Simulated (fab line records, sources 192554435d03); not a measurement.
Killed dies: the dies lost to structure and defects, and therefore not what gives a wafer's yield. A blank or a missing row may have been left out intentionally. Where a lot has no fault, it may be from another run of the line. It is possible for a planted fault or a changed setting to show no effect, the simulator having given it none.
Lot-split experiment    flow n5 finfet    7 lots, 21 wafers read, on a route of 1938 steps

== ABOUT THE SPLIT ==
At N5_BEOL_M10_EXPOSE_25 (exposes mask V9), the setting dose mj was moved away from the recipe's 85.5 on 5 of the 21 wafers read, by -4.3% to +6.3%. For the rest of the wafers, this setting stayed at what the recipe calls for.

== FROM THE SPLIT TO THE READING: what the file shows between them, 2 steps ==
- N5_BEOL_M10_PEB_26: peb time 60 s
- N5_BEOL_M10_DEVELOP_27: develop time 30 s

== THE READING ==
cd nm at N5_BEOL_M10_CD_MEAS_28, given in nm (cd target 70 nm). A value of 70.0 nm with a standard deviation of 0.95 nm is what fault-free wafers of this fab line usually give.

wafer   tool, chamber at the split  dose mj as run  against the recipe  cd nm, nm  against lot-mates on the recipe
L079.2  arfi scanner-02, 0          85.5            recipe              69.8       -
L079.3  arfi scanner-02, 0          85.5            recipe              69.7       -
L079.5  arfi scanner-02, 0          81.84           -4.3%               68.0       -1.8
L078.1  arfi scanner-02, 0          83.08           -2.8%               66.7       -3.2
L078.3  arfi scanner-02, 0          85.5            recipe              70.4       -
L078.6  arfi scanner-02, 0          85.5            recipe              69.5       -
L082.2  arfi scanner-02, 0          85.5            recipe              69.1       -
L082.3  arfi scanner-02, 0          90.89           +6.3%               76.3       +6.6
L082.4  arfi scanner-02, 0          85.5            recipe              70.3       -
L091.1  arfi scanner-01, 0          85.5            recipe              69.6       -
L091.2  arfi scanner-01, 0          85.5            recipe              69.1       -
L091.6  arfi scanner-01, 0          85.5            recipe              69.4       -
L094.1  arfi scanner-01, 0          88.16           +3.1%               72.4       +2.9
L094.4  arfi scanner-01, 0          85.5            recipe              69.6       -
L094.5  arfi scanner-01, 0          85.5            recipe              69.5       -
L097.2  arfi scanner-02, 0          85.5            recipe              72.5       -
L097.4  arfi scanner-02, 0          90.52           +5.9%               77.1       +4.6
L097.5  arfi scanner-02, 0          85.5            recipe              72.4       -
L095.1  arfi scanner-01, 0          85.5            recipe              70.9       -
L095.2  arfi scanner-01, 0          85.5            recipe              72.1       -
L095.6  arfi scanner-01, 0          85.5            recipe              71.9       -

THE FIT
A straight line over all 21 wafers: cd nm changes by +0.938 nm for each +1% of dose mj; r = +0.88; the points scatter about the line by 1.2 nm.
The same after taking each lot's own level away (the mean of its wafers on the recipe; 21 wafers): +0.849 nm for each +1%; r = +0.95; scatter 0.64 nm.
Per that fit: largest dose mj move, reading shift of 5.4 nm.
The span of the lots' own levels, 69.37 to 72.45 nm, comes to 3.2 times the standard deviation stated above.
So the lot-to-lot level changes the slope: the two fits differ.
Check: for one of the wafers moved furthest among these (+6.3%), held out of the fit, the line's prediction against its lot-mates is +4.77 nm. Against them it came out at +6.6 nm.

== OTHER SPLITS ON THESE WAFERS ==
Other splits were also applied to these wafers ahead of the reading. Each is held against what the fit with the lots' levels taken away leaves over:
other split on the same wafers     wafers away from the commonest value  r with cd nm (lot level and that fit taken away)
N5_BEOL_M7_HM_DEP_02 target thk a  7                                     -0.47
N5_BEOL_M8_ETCH_62 source w        6                                     -0.14
N5_BEOL_M8_COAT_22 spin rpm        4                                     +0.30
N5_BEOL_M8_TRENCH_ETCH_37 bias w   8                                     +0.15
N5_BEOL_M10_COAT_63 spin rpm       6                                     +0.11

== FILE'S OWN FIT ==
cd nm changes by +0.854 nm for each +1% of dose mj, r = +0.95.
